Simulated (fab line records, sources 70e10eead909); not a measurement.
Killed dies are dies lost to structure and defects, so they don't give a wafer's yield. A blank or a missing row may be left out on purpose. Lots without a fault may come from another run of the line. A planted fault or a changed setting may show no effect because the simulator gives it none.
A struck lot beside a sound one | flow nand_harc | 15 steps out of a route of 1302
Sound: wafers L410.1, L410.3, L410.4. Struck: wafers L422.4, L422.5, L422.6. The cause comes at the end.
At each step with rows: each side's tool, then ch and its chambers, then its first start. Under that, the readings that differ: sound wafers | struck wafers | difference of the means | sigmas: that difference in standard deviations of wafers without a fault.
alike: readings whose means differ by less than 2 such deviations, and words and numbers that are the same on both sides. not compared: withheld readings, readings that some wafer has no value for, bounds like >300 that may hide the same value, and numbers for which the record gives no deviation and whose values overlap.
The two part at a step that has a row with sigmas, a row that says differs or no value, or rows on one side only. Numbers that don't overlap but have no deviation are shown without sigmas and don't part them. A reading that every wafer of one side lacks parts them only if that side has two wafers or more.

NHARC_A_DECK1_JOINT_ETCHBACK_00: etches the open film in HBr, target depth 30 nm, time 17.4 s.
  sound on rie_si-04 ch 0,2,3, day 13 20:58; struck on rie_si-03 ch 0,2,3, day 18 08:47
  alike: drypump_motor_current_A, oes_product_au, throttle_valve_pct
  not compared: rf_hours_counter_h
then, 8 steps without rows for these wafers: NHARC_A_DECK1_JOINT_PRECLEAN_30 (cleans in SC1); NHARC_A_DECK1_JOINT_SRD_31; NHARC_A_DECK1_JOINT_CVD_34 (deposits SiNx, target thk 20 nm); NHARC_A_DECK1_JOINT_DEP_06 (deposits SiOx, target thk 80 nm); NHARC_A_DECK1_JOINT_CURE_26 (time 32 s); NHARC_A_DECK1_JOINT_ANNEAL_27 (time 3600 s); NHARC_A_DECK1_JOINT_ANNEAL_28 (time 1800 s); NHARC_A_DECK1_JOINT_ANNEAL_29 (time 1800 s).
NHARC_A_DECK1_JOINT_CMP_02: polishes SiOx.
  sound on cmp-01 ch 0,1,3, day 14 22:55; struck on cmp-03 ch 0,1, day 19 09:40
  reading                 | sound             | struck            | difference | sigmas
  edge_zone_pressure_frac | 1.001 1.012 1.009 | 0.996 1.001 0.997 | -0.009     | -2
  alike: motor_current_A
then, 1 step without rows for these wafers: NHARC_A_DECK1_JOINT_SRD_15.
NHARC_A_DECK1_JOINT_DEP_16: deposits SiO2, target thk 45 nm.
  sound on pecvd-01 ch 1,2, day 14 23:17; struck on pecvd-01 ch 0,1,2, day 19 10:07
  alike: heater_power_w, throttle_valve_pct
  not compared: since_wet_clean_h
NHARC_A_DECK1_JOINT_THK_MEAS_17: measures by ellipsometry.
  sound on film_metro-01, day 14 23:34; struck on film_metro-02, day 19 10:19
  reading     | sound          | struck         | difference | sigmas
  thk_nm (nm) | 45.5 43.5 44.8 | 57.0 57.1 57.0 | +12.4      | +10
NHARC_A_DECK1_JOINT_INSPECT_05:
  sound on defect_inspect-01, day 14 23:36; struck on defect_inspect-01, day 19 10:22
  alike: raw_defect_count
NHARC_END_SORT_01:
  the record has rows for the sound wafers here (prober-02 ch 0, day 26 15:46) and none for the struck ones

WHERE THEY PART
First at NHARC_A_DECK1_JOINT_CMP_02; last, within this record, at NHARC_END_SORT_01.

WHY: what the simulator had put in
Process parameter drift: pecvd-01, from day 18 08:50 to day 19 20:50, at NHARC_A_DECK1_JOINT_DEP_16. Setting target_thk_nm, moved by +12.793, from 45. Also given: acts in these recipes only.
